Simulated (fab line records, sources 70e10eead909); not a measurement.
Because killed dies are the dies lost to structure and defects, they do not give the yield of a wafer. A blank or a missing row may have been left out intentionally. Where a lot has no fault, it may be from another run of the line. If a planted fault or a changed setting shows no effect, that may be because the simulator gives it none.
Matching of chambers :: flow nand-harc :: 4 sister chambers for NHARC_A_STAIRCASE_TRIM_220 on rie-diel-07
The step chemistry O2, time 211.2 s. 18 wafers are shown with their chamber, then 9 later ones without.

## WAFERS, EACH WITH ITS CHAMBER
wafer: L076.1
chamber: 3
drypump-motor-current-A (A): 5.1
showerhead-plenum-p-Torr (Torr): 3.43
oes-product-au (a.u.): 1.005

wafer: L076.4
chamber: 0
drypump-motor-current-A (A): 6.1
showerhead-plenum-p-Torr (Torr): 3.59
oes-product-au (a.u.): 1.001

wafer: L076.6
chamber: 1
drypump-motor-current-A (A): 6.1
showerhead-plenum-p-Torr (Torr): 3.76
oes-product-au (a.u.): 0.993

wafer: L078.2
chamber: 0
drypump-motor-current-A (A): 6.0
showerhead-plenum-p-Torr (Torr): 3.58
oes-product-au (a.u.): 0.993

wafer: L078.3
chamber: 3
drypump-motor-current-A (A): 5.1
showerhead-plenum-p-Torr (Torr): 3.42
oes-product-au (a.u.): 1.002

wafer: L078.4
chamber: 2
drypump-motor-current-A (A): 6.5
showerhead-plenum-p-Torr (Torr): 3.55
oes-product-au (a.u.): 0.999

wafer: L081.2
chamber: 3
drypump-motor-current-A (A): 5.1
showerhead-plenum-p-Torr (Torr): 3.42
oes-product-au (a.u.): 0.987

wafer: L081.5
chamber: 2
drypump-motor-current-A (A): 6.5
showerhead-plenum-p-Torr (Torr): 3.54
oes-product-au (a.u.): 1.007

wafer: L081.6
chamber: 3
drypump-motor-current-A (A): 5.1
showerhead-plenum-p-Torr (Torr): 3.41
oes-product-au (a.u.): 0.995

wafer: L087.2
chamber: 1
drypump-motor-current-A (A): 6.1
showerhead-plenum-p-Torr (Torr): 3.74
oes-product-au (a.u.): 0.993

wafer: L087.3
chamber: 2
drypump-motor-current-A (A): 6.5
showerhead-plenum-p-Torr (Torr): 3.54
oes-product-au (a.u.): 1.000

wafer: L087.5
chamber: 1
drypump-motor-current-A (A): 6.1
showerhead-plenum-p-Torr (Torr): 3.74
oes-product-au (a.u.): 0.993

wafer: L090.2
chamber: 2
drypump-motor-current-A (A): 6.5
showerhead-plenum-p-Torr (Torr): 3.53
oes-product-au (a.u.): 1.003

wafer: L090.3
chamber: 0
drypump-motor-current-A (A): 6.1
showerhead-plenum-p-Torr (Torr): 3.56
oes-product-au (a.u.): 1.002

wafer: L090.4
chamber: 1
drypump-motor-current-A (A): 6.1
showerhead-plenum-p-Torr (Torr): 3.73
oes-product-au (a.u.): 0.995

wafer: L091.2
chamber: 2
drypump-motor-current-A (A): 6.5
showerhead-plenum-p-Torr (Torr): 3.53
oes-product-au (a.u.): 1.007

wafer: L091.4
chamber: 1
drypump-motor-current-A (A): 6.1
showerhead-plenum-p-Torr (Torr): 3.73
oes-product-au (a.u.): 1.010

wafer: L091.5
chamber: 3
drypump-motor-current-A (A): 5.1
showerhead-plenum-p-Torr (Torr): 3.40
oes-product-au (a.u.): 0.996

SIGNATURES, as means of the wafers listed above
reading: drypump-motor-current-A
chamber 0: 6.067
chamber 1: 6.100
chamber 2: 6.500
chamber 3: 5.100
scatter within a chamber: 0.0218

reading: showerhead-plenum-p-Torr
chamber 0: 3.5767
chamber 1: 3.7400
chamber 2: 3.5380
chamber 3: 3.4160
scatter within a chamber: 0.0115

reading: oes-product-au
chamber 0: 0.99867
chamber 1: 0.99680
chamber 2: 1.00320
chamber 3: 0.99700
scatter within a chamber: 0.0061
Rule: for a wafer and a chamber, the distance is found by dividing, reading by reading, the gap between the wafer's reading and the chamber's mean by the reading's scatter, squaring, summing and taking the root. The wafer belongs to the nearest chamber; if the next one is less than 2 further off, it can't be placed. The scatter: take each reading less its chamber's mean, square it, sum over the shown wafers, divide by the number of wafers less the number of chambers, and take the root.

## WAFERS WITH NO CHAMBER GIVEN
wafer: L092.1
drypump-motor-current-A (A): 6.1
showerhead-plenum-p-Torr (Torr): 3.73
oes-product-au (a.u.): 1.005

wafer: L092.3
drypump-motor-current-A (A): 5.1
showerhead-plenum-p-Torr (Torr): 3.40
oes-product-au (a.u.): 0.992

wafer: L092.6
drypump-motor-current-A (A): 5.1
showerhead-plenum-p-Torr (Torr): 3.40
oes-product-au (a.u.): 1.005

wafer: L094.1
drypump-motor-current-A (A): 6.1
showerhead-plenum-p-Torr (Torr): 3.72
oes-product-au (a.u.): 1.001

wafer: L094.2
drypump-motor-current-A (A): 6.5
showerhead-plenum-p-Torr (Torr): 3.52
oes-product-au (a.u.): 1.010

wafer: L094.4
drypump-motor-current-A (A): 6.1
showerhead-plenum-p-Torr (Torr): 3.56
oes-product-au (a.u.): 0.994

wafer: L093.1
drypump-motor-current-A (A): 6.1
showerhead-plenum-p-Torr (Torr): 3.72
oes-product-au (a.u.): 0.995

wafer: L093.4
drypump-motor-current-A (A): 6.0
showerhead-plenum-p-Torr (Torr): 3.56
oes-product-au (a.u.): 0.991

wafer: L093.6
drypump-motor-current-A (A): 6.5
showerhead-plenum-p-Torr (Torr): 3.52
oes-product-au (a.u.): 1.008

## THE CHAMBER EACH PASSED THROUGH
wafer: L092.1
from the rows above: 1
in truth: 1

wafer: L092.3
from the rows above: 3
in truth: 3

wafer: L092.6
from the rows above: 3
in truth: 3

wafer: L094.1
from the rows above: 1
in truth: 1

wafer: L094.2
from the rows above: 2
in truth: 2

wafer: L094.4
from the rows above: 0
in truth: 0

wafer: L093.1
from the rows above: 1
in truth: 1

wafer: L093.4
from the rows above: 0
in truth: 0

wafer: L093.6
from the rows above: 2
in truth: 2
9 of 9 placed correctly. Can't be placed from these rows: 0. 0 placed wrongly.
